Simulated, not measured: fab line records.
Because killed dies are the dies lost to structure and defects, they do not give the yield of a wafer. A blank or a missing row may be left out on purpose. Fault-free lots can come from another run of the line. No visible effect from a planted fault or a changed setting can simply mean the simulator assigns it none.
Split-lot experiment :: flow n5Finfet :: route with 1938 steps; 7 lots, 21 wafers read

## THE SPLIT
At N5_BEOL_M11_TRENCH_ETCH_37 (etches SiCOH lowk in C4F6/O2, target depth 148.83 nm, time 48 s), the setting sourceW was moved away from the recipe's 345 W on 9 of the 21 wafers read, by -16.8% to +6.8%. The other wafers ran this setting at the recipe's value.

The split's own step is where the reading is taken.

## THE READING
rfVppV, in V, at N5_BEOL_M11_TRENCH_ETCH_37 (etches SiCOH lowk in C4F6/O2, target depth 148.83 nm, time 48 s). Fault-free wafers of this fab line usually give 666 V, standard deviation 9.1 V.

wafer: L078.1
tool, chamber at the split: rieDiel-01, 0
sourceW as run, W: 345
against the recipe: recipe
rfVppV, V: 662
against lot-mates on the recipe: -

wafer: L078.3
tool, chamber at the split: rieDiel-01, 2
sourceW as run, W: 299.4
against the recipe: -13.2%
rfVppV, V: 715
against lot-mates on the recipe: +49

wafer: L078.4
tool, chamber at the split: rieDiel-01, 1
sourceW as run, W: 345
against the recipe: recipe
rfVppV, V: 670
against lot-mates on the recipe: -

wafer: L081.1
tool, chamber at the split: rieDiel-04, 2
sourceW as run, W: 368.3
against the recipe: +6.8%
rfVppV, V: 627
against lot-mates on the recipe: -22

wafer: L081.2
tool, chamber at the split: rieDiel-04, 3
sourceW as run, W: 368.3
against the recipe: +6.8%
rfVppV, V: 641
against lot-mates on the recipe: -8

wafer: L081.6
tool, chamber at the split: rieDiel-04, 2
sourceW as run, W: 345
against the recipe: recipe
rfVppV, V: 649
against lot-mates on the recipe: -

wafer: L083.1
tool, chamber at the split: rieDiel-04, 3
sourceW as run, W: 287.8
against the recipe: -16.6%
rfVppV, V: 727
against lot-mates on the recipe: +61

wafer: L083.2
tool, chamber at the split: rieDiel-04, 0
sourceW as run, W: 345
against the recipe: recipe
rfVppV, V: 683
against lot-mates on the recipe: -

wafer: L083.6
tool, chamber at the split: rieDiel-04, 2
sourceW as run, W: 345
against the recipe: recipe
rfVppV, V: 649
against lot-mates on the recipe: -

wafer: L084.1
tool, chamber at the split: rieDiel-04, 0
sourceW as run, W: 345
against the recipe: recipe
rfVppV, V: 683
against lot-mates on the recipe: -

wafer: L084.5
tool, chamber at the split: rieDiel-04, 1
sourceW as run, W: 345
against the recipe: recipe
rfVppV, V: 677
against lot-mates on the recipe: -

wafer: L084.6
tool, chamber at the split: rieDiel-04, 0
sourceW as run, W: 345
against the recipe: recipe
rfVppV, V: 681
against lot-mates on the recipe: -

wafer: L086.2
tool, chamber at the split: rieDiel-01, 3
sourceW as run, W: 367
against the recipe: +6.4%
rfVppV, V: 661
against lot-mates on the recipe: -3

wafer: L086.4
tool, chamber at the split: rieDiel-01, 2
sourceW as run, W: 345
against the recipe: recipe
rfVppV, V: 664
against lot-mates on the recipe: -

wafer: L086.6
tool, chamber at the split: rieDiel-01, 0
sourceW as run, W: 367
against the recipe: +6.4%
rfVppV, V: 643
against lot-mates on the recipe: -21

wafer: L087.1
tool, chamber at the split: rieDiel-06, 3
sourceW as run, W: 301.5
against the recipe: -12.6%
rfVppV, V: 706
against lot-mates on the recipe: +35

wafer: L087.3
tool, chamber at the split: rieDiel-06, 1
sourceW as run, W: 345
against the recipe: recipe
rfVppV, V: 671
against lot-mates on the recipe: -

wafer: L087.5
tool, chamber at the split: rieDiel-06, 3
sourceW as run, W: 301.5
against the recipe: -12.6%
rfVppV, V: 705
against lot-mates on the recipe: +34

wafer: L091.1
tool, chamber at the split: rieDiel-06, 3
sourceW as run, W: 345
against the recipe: recipe
rfVppV, V: 659
against lot-mates on the recipe: -

wafer: L091.2
tool, chamber at the split: rieDiel-06, 1
sourceW as run, W: 345
against the recipe: recipe
rfVppV, V: 672
against lot-mates on the recipe: -

wafer: L091.5
tool, chamber at the split: rieDiel-06, 2
sourceW as run, W: 286.9
against the recipe: -16.8%
rfVppV, V: 730
against lot-mates on the recipe: +64

FIT RESULTS
A straight line over all 21 wafers: rfVppV changes by -3.5 V for each +1% of sourceW; r = -0.93; the points scatter about the line by 11 V.
The same after taking each lot's own level away (the mean of its wafers on the recipe; 21 wafers): -3.16 V for each +1%; r = -0.94; scatter 8.6 V.
That fit puts the effect of the largest move of sourceW on the reading at 53 V.
Measured against the standard deviation above, the lots' own levels, which go from 649.0 to 680.3 V, span 3.4 times it.
So the lot-to-lot level changes the slope: the two fits differ.
Check: for one of the wafers moved furthest among these (-16.8%), held out of the fit, the line's prediction against its lot-mates is +52.6 V. It came out at +64.5 V against them.
Tool readings at the split's step, against how far the setting was moved: rfVppV r = -0.93.

## OTHER SPLITS APPLIED TO THESE WAFERS
These wafers also went through other splits before the reading. Each is held against what the fit with the lots' levels taken away leaves over:
other split on the same wafers: N5_BEOL_M11_ILD_DEP_00 timeS
wafers away from the commonest value: 11
r with rfVppV (lot level and that fit taken away): +0.12

## THE FILE'S OWN FIT
rfVppV changes by -3.41 V for each +1% of sourceW, r = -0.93.
